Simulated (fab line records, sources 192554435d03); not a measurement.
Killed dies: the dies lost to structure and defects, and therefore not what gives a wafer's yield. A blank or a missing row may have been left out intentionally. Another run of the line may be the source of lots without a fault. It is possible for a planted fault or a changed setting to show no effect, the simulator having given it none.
What tool caused it? | flow n5 finfet | 12 lots with 33 wafers sampled at 4 steps, on a route of 1938 steps

## WHAT THE GAUGES READ, wafer by wafer
The record lacks any reading of a measuring or inspecting step that a usual standard deviation could be used to judge.

## WHAT TOOL EACH LOT RAN ON (gives the tool, then ch and the chambers of the sampled wafers, and finally the start)
lot  | N5_BEOL_M15_SPUTTER_43       | N5_BEOL_M15_DEP_53              | N5_MIM_TOP_ALD_01                | N5_MIM_TOP_DEGAS_04
L698 | pvd sputter-01, day 11 23:19 | pecvd-03 ch 0,2, day 12 00:34   | ald hk-03 ch 1,2,3, day 12 02:00 | pvd sputter-01, day 12 03:38
L700 | pvd sputter-03, day 12 12:44 | pecvd-04 ch 0,2, day 12 14:31   | ald hk-02 ch 0,2,3, day 12 17:00 | pvd sputter-03, day 12 18:46
L699 | pvd sputter-03, day 12 20:53 | pecvd-03 ch 1,2, day 12 23:23   | ald hk-03 ch 2,3, day 13 01:00   | pvd sputter-02, day 13 02:33
L701 | pvd sputter-01, day 13 08:19 | pecvd-02 ch 0,1, day 13 09:46   | ald hk-02 ch 0,2,3, day 13 11:00 | pvd sputter-01, day 13 12:58
L704 | pvd sputter-01, day 13 20:02 | pecvd-04 ch 0,1,2, day 13 21:13 | ald hk-01 ch 0,1,3, day 13 23:00 | pvd sputter-02, day 14 01:20
L708 | pvd sputter-02, day 14 12:21 | pecvd-03 ch 0,2, day 14 13:56   | ald hk-03 ch 0,1, day 14 16:00   | pvd sputter-01, day 14 18:50
L710 | pvd sputter-01, day 15 10:02 | pecvd-02 ch 0,1, day 15 11:27   | ald hk-03 ch 2,3, day 15 14:00   | pvd sputter-03, day 15 15:31
L714 | pvd sputter-03, day 15 21:59 | pecvd-04 ch 0,2, day 15 23:42   | ald hk-02 ch 0,2,3, day 16 01:00 | pvd sputter-03, day 16 04:28
L716 | pvd sputter-01, day 16 11:49 | pecvd-02 ch 0,1,2, day 16 13:12 | ald hk-01 ch 1,2,3, day 16 14:00 | pvd sputter-02, day 16 17:02
L717 | pvd sputter-01, day 16 17:28 | pecvd-02 ch 1,2, day 16 18:39   | ald hk-01 ch 0,1,3, day 16 21:00 | pvd sputter-03, day 16 21:46
L719 | pvd sputter-03, day 17 13:32 | pecvd-04 ch 0,2, day 17 14:49   | ald hk-01 ch 2,3, day 17 19:00   | pvd sputter-01, day 17 20:08
L721 | pvd sputter-02, day 18 01:15 | pecvd-04 ch 0, day 18 02:26     | ald hk-03 ch 0,3, day 18 04:00   | pvd sputter-02, day 18 05:13
- N5_BEOL_M15_SPUTTER_43: material TaN, target thk 15 nm, time 24.19 s.
- N5_BEOL_M15_DEP_53: deposits SiCN from 3MS/NH3, target thk 50 nm, time 17.8 s.
- N5_MIM_TOP_ALD_01: deposits HfO2, target thk 5.6 nm, pulse time 1 s, purge time 3 s.
- N5_MIM_TOP_DEGAS_04: time 60 s.

## AS READ BY THE TOOLS THEMSELVES (means over the sampled wafers that have a number; for cases with no such wafer, the mark the record gives instead)
N5_BEOL_M15_SPUTTER_43.
lot  | tool           | bias v (V) | susceptor temp C (C) | throttle valve pct (%)
L698 | pvd sputter-01 | 169.9      | 49.98                | 30.2
L700 | pvd sputter-03 | 168.9      | 49.89                | 30.0
L699 | pvd sputter-03 | 168.5      | 49.92                | 30.0
L701 | pvd sputter-01 | 168.6      | 50.11                | 29.9
L704 | pvd sputter-01 | 168.1      | 49.96                | 28.9
L708 | pvd sputter-02 | 168.2      | 50.02                | 29.9
L710 | pvd sputter-01 | 168.7      | 49.94                | 29.5
L714 | pvd sputter-03 | 168.7      | 49.92                | 30.7
L716 | pvd sputter-01 | 168.1      | 49.95                | 29.9
L717 | pvd sputter-01 | 167.5      | 50.05                | 29.1
L719 | pvd sputter-03 | 169.0      | 50.02                | 29.3
L721 | pvd sputter-02 | 169.4      | 50.18                | 30.1

N5_BEOL_M15_DEP_53.
lot  | tool     | rf fwd power W (W) | showerhead plenum p Torr (Torr) | throttle valve pct (%)
L698 | pecvd-03 | 662.1              | 4.146                           | 18.4
L700 | pecvd-04 | 668.0              | 4.141                           | 17.8
L699 | pecvd-03 | 665.2              | 4.121                           | 17.8
L701 | pecvd-02 | 666.8              | 4.184                           | 17.4
L704 | pecvd-04 | 666.4              | 4.144                           | 17.8
L708 | pecvd-03 | 661.7              | 4.149                           | 19.2
L710 | pecvd-02 | 669.2              | 4.181                           | 17.2
L714 | pecvd-04 | 666.2              | 4.128                           | 17.8
L716 | pecvd-02 | 668.1              | 4.183                           | 17.0
L717 | pecvd-02 | 667.7              | 4.170                           | 17.5
L719 | pecvd-04 | 667.0              | 4.131                           | 17.9
L721 | pecvd-04 | 669.2              | 4.157                           | 18.1

N5_MIM_TOP_ALD_01.
lot  | tool      | precursor pulse height rel
L698 | ald hk-03 | 1.012
L700 | ald hk-02 | 1.013
L699 | ald hk-03 | 1.019
L701 | ald hk-02 | 0.978
L704 | ald hk-01 | 1.007
L708 | ald hk-03 | 1.003
L710 | ald hk-03 | 1.002
L714 | ald hk-02 | 1.012
L716 | ald hk-01 | 0.994
L717 | ald hk-01 | 1.000
L719 | ald hk-01 | 1.009
L721 | ald hk-03 | 1.007

N5_MIM_TOP_DEGAS_04.
lot  | tool           | heater power w (W) | susceptor temp C (C)
L698 | pvd sputter-01 | 483                | 300.13
L700 | pvd sputter-03 | 459                | 300.00
L699 | pvd sputter-02 | 468                | 299.80
L701 | pvd sputter-01 | 509                | 300.11
L704 | pvd sputter-02 | 469                | 299.97
L708 | pvd sputter-01 | 483                | 299.80
L710 | pvd sputter-03 | 496                | 299.68
L714 | pvd sputter-03 | 457                | 300.02
L716 | pvd sputter-02 | 472                | 300.07
L717 | pvd sputter-03 | 455                | 300.03
L719 | pvd sputter-01 | 493                | 300.01
L721 | pvd sputter-02 | 452                | 299.86

## THE ANSWER, worked out from the rows above alone
Rule: what is usual is taken from the lots themselves. The widest of any qualifying gaps counts: lots, ordered by their means at a reading, are off when they make up no more than a third of the lots, leave a main group of 4 or more, and stand apart from it by 3 or more times the standard deviation of that group's means. Not used: any main group whose means are identical at the precision the tables above print for the reading. Also off: a lot with no number at a reading for which 4 or more lots have one. The other lots that the step has rows for count as sound. First the gauges in route order, then the tools' own readings, where a lot's mean is used as printed above. At the first step where some lot is off, the reading lying furthest off is the one used; lots without a number count as furthest.
Nothing can be told from this: no lot is off at any reading shown.

## WHAT THE SIMULATOR HAD INSERTED
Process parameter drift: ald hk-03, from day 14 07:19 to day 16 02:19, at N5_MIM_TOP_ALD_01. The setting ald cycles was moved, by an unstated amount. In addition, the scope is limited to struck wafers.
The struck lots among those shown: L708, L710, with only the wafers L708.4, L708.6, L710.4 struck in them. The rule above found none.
